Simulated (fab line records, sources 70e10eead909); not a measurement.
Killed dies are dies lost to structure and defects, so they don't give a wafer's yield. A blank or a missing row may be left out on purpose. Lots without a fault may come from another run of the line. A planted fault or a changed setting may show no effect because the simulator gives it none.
A struck lot beside a sound one | flow nand_harc | 40 steps out of a route of 1159
Sound: wafers L264.2, L264.5, L264.6. Struck: wafers L254.1, L254.2, L254.5. The cause comes at the end.
At each step with rows: each side's tool, then ch and its chambers, then its first start. Under that, the readings that differ: sound wafers | struck wafers | difference of the means | sigmas: that difference in standard deviations of wafers without a fault.
alike: readings whose means differ by less than 2 such deviations, and words and numbers that are the same on both sides. not compared: withheld readings, readings that some wafer has no value for, bounds like >300 that may hide the same value, and numbers for which the record gives no deviation and whose values overlap.
The two part at a step that has a row with sigmas, a row that says differs or no value, or rows on one side only. Numbers that don't overlap but have no deviation are shown without sigmas and don't part them. A reading that every wafer of one side lacks parts them only if that side has two wafers or more.

first, 2 steps without rows for these wafers: NHARC_A_CONTACT_ETCH_136 (etches the open film in C4F8/O2/Ar, time 132 s, target depth 1287 nm); NHARC_A_CONTACT_ETCH_137 (etches the open film in C4F8/O2/Ar, time 132 s, target depth 1287 nm).
NHARC_A_CONTACT_ETCH_138: etches the open film in C4F8/O2/Ar, time 132 s, target depth 1289 nm.
  sound on har_cap_etch-01 ch 0,1, day 20 08:45; struck on har_cap_etch-01 ch 0,1, day 18 14:51
  alike: oes_air_line_au
  not compared: rf_hours_counter_h
then, 3 steps without rows for these wafers: NHARC_A_CONTACT_ETCH_139 (etches the open film in C4F8/O2/Ar, time 137 s, target depth 590 nm); NHARC_A_CONTACT_ETCH_92 (etches the open film in CH3F/O2, target depth 40 nm, time 85.7 s); NHARC_A_CONTACT_ETCH_98 (etches the open film in C4F6/O2, target depth 20 nm, time 10 s).
NHARC_A_CONTACT_CD_MEAS_15:
  sound on cd_sem-03, day 20 09:29; struck on cd_sem-02, day 18 15:35
  alike: cd_nm
then, 5 steps without rows for these wafers: NHARC_A_CONTACT_STRIP_107 (strips in N2/H2); NHARC_A_CONTACT_STRIP_108 (strips in CF4/CHF3); NHARC_A_CONTACT_STRIP_109 (strips in O2/COS); NHARC_A_CONTACT_ETCH_110 (etches the open film in CF4/O2, target depth 50 nm, overetch 5 nm, time 27.5 s); NHARC_A_CONTACT_STRIP_26 (strips in O2).
NHARC_A_CONTACT_STRIP_27: strips in post etch residue remover, time 600 s.
  sound on wet_bench-07 ch 1,5,6, day 20 10:14; struck on wet_bench-02 ch 1,2,5, day 18 16:16
  alike: bath_heat_duty_pct
then, 2 steps without rows for these wafers: NHARC_A_CONTACT_ALD_18 (deposits TiN, target thk 3 nm, pulse time 1 s, ald cycles 150); NHARC_A_CONTACT_CVD_19 (deposits W, target thk 300 nm, time 802 s).
NHARC_A_CONTACT_CMP_20: polishes, t overpolish 30 s, target thk 300 nm.
  sound on cmp-04 ch 0,3, day 20 12:14; struck on cmp-01 ch 0,3, day 18 20:35
  alike: edge_zone_pressure_frac, motor_current_A, overpolish_run_s, time_to_endpoint_s
then, 11 steps without rows for these wafers: NHARC_A_CONTACT_SRD_22; NHARC_A_BLC_DEHYDRATE_00 (time 120 s); NHARC_A_BLC_HMDS_01 (time 30 s); NHARC_A_BLC_COAT_02 (time 75 s); NHARC_A_BLC_COAT_03 (time 65 s); NHARC_A_BLC_COAT_04 (resist thk 90 nm); NHARC_A_BLC_SOFTBAKE_05 (time 55 s); NHARC_A_BLC_EBR_06; NHARC_A_BLC_EXPOSE_07 (exposes mask A BLC, target cd 100 nm); NHARC_A_BLC_PEB_08 (peb time 65 s); NHARC_A_BLC_DEVELOP_09 (develop time 35 s).
NHARC_A_BLC_CD_MEAS_10: target cd 100 nm.
  sound on cd_sem-03 ch 0, day 20 13:07; struck on cd_sem-03 ch 0, day 18 21:28
  alike: cd_nm
NHARC_A_BLC_OVL_MEAS_11:
  sound on overlay-02, day 20 13:13; struck on overlay-02, day 18 21:33
  alike: overlay_x_nm, overlay_y_nm
NHARC_A_BLC_DESCUM_15: chemistry O2, time 3 s.
  sound on rie_diel-09 ch 1,2, day 20 13:18; struck on rie_diel-09 ch 0,1,3, day 18 21:40
  alike: drypump_motor_current_A, oes_product_au, rf_vpp_V, showerhead_plenum_p_Torr, throttle_valve_pct
  not compared: rf_hours_counter_h
then, 3 steps without rows for these wafers: NHARC_A_BLC_ETCH_16 (etches the open film in CF4, target depth 39 nm, time 65 s); NHARC_A_BLC_ETCH_17 (etches the open film in N2/H2, target depth 390 nm, time 609.38 s); NHARC_A_BLC_ETCH_18 (etches the open film in C4F8/O2/Ar, target depth 910 nm).
NHARC_A_BLC_CD_MEAS_19:
  sound on cd_sem-01, day 20 14:26; struck on cd_sem-03, day 18 22:37
  alike: cd_nm
NHARC_A_BLC_STRIP_29: strips in CF4.
  sound on rie_diel-02 ch 0,1,3, day 20 14:33; struck on rie_diel-06 ch 1,2, day 18 22:42
  alike: cf4_flow_sccm, drypump_motor_current_A, oes_product_au, rf_vpp_V, showerhead_plenum_p_Torr, throttle_valve_pct
  not compared: rf_hours_counter_h
then, 2 steps without rows for these wafers: NHARC_A_BLC_STRIP_21 (strips in O2); NHARC_A_BLC_STRIP_22 (strips in post etch residue remover, time 600 s).
NHARC_A_BLC_DEGAS_30: time 60 s.
  sound on pvd_sputter-01, day 20 15:07; struck on pvd_sputter-03, day 18 23:14
  alike: heater_power_w
then, 1 step without rows for these wafers: NHARC_A_BLC_PRE_CLEAN_31 (time 15 s).
-- the record jumps here: 2 days lie between the struck wafers' starts before and after (it left off in module A_BLC and takes up again in module END, whose first step shown is number 1159 of the route) --
NHARC_END_SORT_01:
  the record has rows for the struck wafers here (prober-01 ch 0, day 21 03:28) and none for the sound ones

WHERE THEY PART
Only at NHARC_END_SORT_01, within this record.

WHY: what the simulator had put in
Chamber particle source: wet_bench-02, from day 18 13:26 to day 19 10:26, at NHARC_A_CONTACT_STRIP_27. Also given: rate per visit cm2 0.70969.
